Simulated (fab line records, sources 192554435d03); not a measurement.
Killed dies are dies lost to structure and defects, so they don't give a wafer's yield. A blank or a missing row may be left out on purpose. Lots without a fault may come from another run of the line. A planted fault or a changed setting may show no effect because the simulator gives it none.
A struck lot beside a sound one | flow n5_finfet | 40 steps out of a route of 1938
Sound: wafers L199.2, L199.3, L199.6. Struck: wafer L201.5. (L201.1 of the same lot was not struck and is left out.) The cause comes at the end.
At each step with rows: each side's tool, then ch and its chambers, then its first start. Under that, the readings that differ: sound wafers | struck wafers | difference of the means | sigmas: that difference in standard deviations of wafers without a fault.
alike: readings whose means differ by less than 2 such deviations, and words and numbers that are the same on both sides. not compared: withheld readings, readings that some wafer has no value for, bounds like >300 that may hide the same value, and numbers for which the record gives no deviation and whose values overlap.
The two part at a step that has a row with sigmas, a row that says differs or no value, or rows on one side only. Numbers that don't overlap but have no deviation are shown without sigmas and don't part them. A reading that every wafer of one side lacks parts them only if that side has two wafers or more.

first, 12 steps without rows for these wafers: N5_HKMG_FIN_DESCUM_53 (chemistry O2, time 7.9 s); N5_HKMG_FIN_ETCH_54 (etches SiARC in CF4, target depth 45.5 nm, time 75.8 s); N5_HKMG_FIN_ETCH_55 (etches SOC in N2/H2, target depth 240 nm, time 300 s); N5_HKMG_FIN_STRIP_56 (strips in N2/H2); N5_HKMG_FIN_STRIP_57 (strips in CF4); N5_HKMG_FIN_ETCH_58 (etches SOC in N2/H2, target depth 215.8 nm, time 741 s); N5_HKMG_FIN_STRIP_93 (strips SOC in N2/H2, time 20 s); N5_HKMG_FIN_WET_ETCH_76 (etches Al2O3 in dNH4OH, stops on La2O3, target depth 2.25 nm, rinse time 30 s); N5_HKMG_FIN_STRIP_60 (strips in N2/H2, time 360 s); N5_HKMG_FIN_WET_ETCH_77 (etches La2O3 in dHCl, stops on HfO2, target depth 2 nm); N5_HKMG_FIN_WET_ETCH_78 (etches Al2O3 in dNH4OH, stops on La2O3, target depth 4.5 nm, rinse time 30 s); N5_HKMG_FIN_ALD_79 (deposits TiN, target thk 1.5 nm, pulse time 1 s, purge time 3 s).
N5_HKMG_FIN_CVD_62: deposits a-Si from Si2H6, target thk 3 nm, time 20.8 s.
  sound on thermal_cvd_si-02 ch 1,2, day 6 15:05; struck on thermal_cvd_si-02 ch 0, day 7 01:41
  reading                                   | sound | struck | difference | sigmas
  model.a-Si_of_HKMG_FIN_CVD_62.thk_nm (nm) | 3 3 3 | 4.8    | +1.8       |
  alike: heater_power_w
then, 25 steps without rows for these wafers: N5_HKMG_FIN_RTA_80 (time 2 s); N5_HKMG_FIN_PRECLEAN_64 (cleans in dHF, time 30 s); N5_HKMG_FIN_WET_ETCH_65 (etches a-Si in TMAH, stops on TiN, time 49 s, target depth 3 nm); N5_HKMG_FIN_WET_ETCH_81 (etches TiN in SC1, stops on HfO2, time 57 s, target depth 6 nm); N5_HKMG_FIN_WET_ETCH_82 (etches La2O3 in dHCl, stops on HfO2, target depth 2 nm, rinse time 30 s); N5_HKMG_FIN_ALD_36 (deposits TiN, target thk 1 nm, pulse time 1 s, purge time 3 s); N5_HKMG_FIN_PWFM_ALD_03 (deposits TiN, target thk 2 nm, pulse time 1 s, purge time 3 s); N5_HKMG_FIN_COAT_29 (time 60 s, resist thk 300 nm); N5_HKMG_FIN_COAT_30 (time 60 s, resist thk 35 nm); N5_HKMG_FIN_COAT_06 (resist thk 90 nm); N5_HKMG_FIN_EBR_08; N5_HKMG_FIN_SOFTBAKE_07 (time 60 s); N5_HKMG_FIN_EXPOSE_09 (exposes mask NWFM); N5_HKMG_FIN_PEB_10 (peb time 60 s); N5_HKMG_FIN_DEVELOP_11 (develop time 30 s); N5_HKMG_FIN_DESCUM_17 (chemistry O2, time 7.9 s); N5_HKMG_FIN_ETCH_31 (etches SiARC in CF4, target depth 45.5 nm, time 75.8 s); N5_HKMG_FIN_ETCH_32 (etches SOC in N2/H2, target depth 240 nm, time 300 s); N5_HKMG_FIN_STRIP_33 (strips in N2/H2); N5_HKMG_FIN_STRIP_34 (strips in CF4); N5_HKMG_FIN_ETCH_35 (etches SOC in N2/H2, target depth 215.8 nm, time 243.4 s); N5_HKMG_FIN_STRIP_92 (strips SOC in N2/H2, time 20 s); N5_HKMG_FIN_WET_ETCH_18 (etches TiN in SC1, time 55 s, target depth 5.2 nm, rinse time 30 s); N5_HKMG_FIN_STRIP_19 (strips in N2/H2, time 360 s); N5_HKMG_FIN_ALD_91 (deposits TiN, target thk 1 nm, pulse time 1 s, purge time 3 s).
-- the record jumps here: 6 days lie between the struck wafers' starts before and after (it left off in module HKMG_FIN and takes up again in module BEOL_M4, whose first step shown is number 1111 of the route) --
N5_BEOL_M4_RC_MEAS_101:
  sound on prober-01 ch 0, day 13 16:00; struck on prober-02 ch 0, day 13 09:08
  reading             | sound                      | struck   | difference | sigmas
  EOT_P               | 10.52 10.46 10.30          | 10.69    | +0.26      | +3
  IGATE_P (nA/um)     | 0.0036 0.0040 0.0044       | 0.0009   | -0.0031    | -4
  IOFF_N (nA/um)      | 0.14 0.17 0.15             | 0.00     | -0.15      | -3
  IOFF_N_85C (nA/um)  | 2.8 3.3 3.0                | 0.0      | -3.0       | -4
  IOFF_N_LIN (nA/um)  | 0.072 0.086 0.074          | 0.000    | -0.077     | -5
  IOFF_N_LONG (nA/um) | 6.34e-05 6.29e-05 6.27e-05 | 2.64e-05 | -3.66e-05  | -15
  IOFF_P (nA/um)      | 0.21 0.24 0.22             | 2.58     | +2.36      | +48
  IOFF_P_85C (nA/um)  | 3.6 4.0 3.7                | 29.4     | +25.6      | +37
  IOFF_P_LIN (nA/um)  | 0.104 0.117 0.109          | 1.226    | +1.116     | +70
  IOFF_P_LONG (nA/um) | 0.000123 0.00012 0.000122  | 0.000509 | +0.000387  | +44
  ION_N (uA/um)       | 671 689 670                | 312      | -365       | -26
  ION_P (uA/um)       | 462 477 463                | 567      | +100       | +12
  VT_N (mV)           | 249 244 250                | 423      | +175       | +46
  VT_N_LONG (mV)      | 270.2 271.1 270.8          | 445.5    | +174.8     | +87
  VT_N_LVT (mV)       | 98 94 97                   | 271      | +175       | +46
  VT_P (mV)           | -247 -246 -248             | -177     | +70        | +21
  VT_P_LONG (mV)      | -273 -268 -270             | -224     | +46        | +15
  VT_P_LVT (mV)       | -97 -94 -95                | -28      | +67        | +22
  alike: DIBL_N, DIBL_P, SS_N, SS_P
-- the record jumps here: 6 days lie between the struck wafers' starts before and after (it left off in module BEOL_M4 and takes up again in module PASSIVATION, whose first step shown is number 1936 of the route) --
N5_PASSIVATION_PROBE_49:
  the record has rows for the struck wafers here (prober-02, day 18 21:20) and none for the sound ones

WHERE THEY PART
First at N5_BEOL_M4_RC_MEAS_101; last, within this record, at N5_PASSIVATION_PROBE_49.

WHY: what the simulator had put in
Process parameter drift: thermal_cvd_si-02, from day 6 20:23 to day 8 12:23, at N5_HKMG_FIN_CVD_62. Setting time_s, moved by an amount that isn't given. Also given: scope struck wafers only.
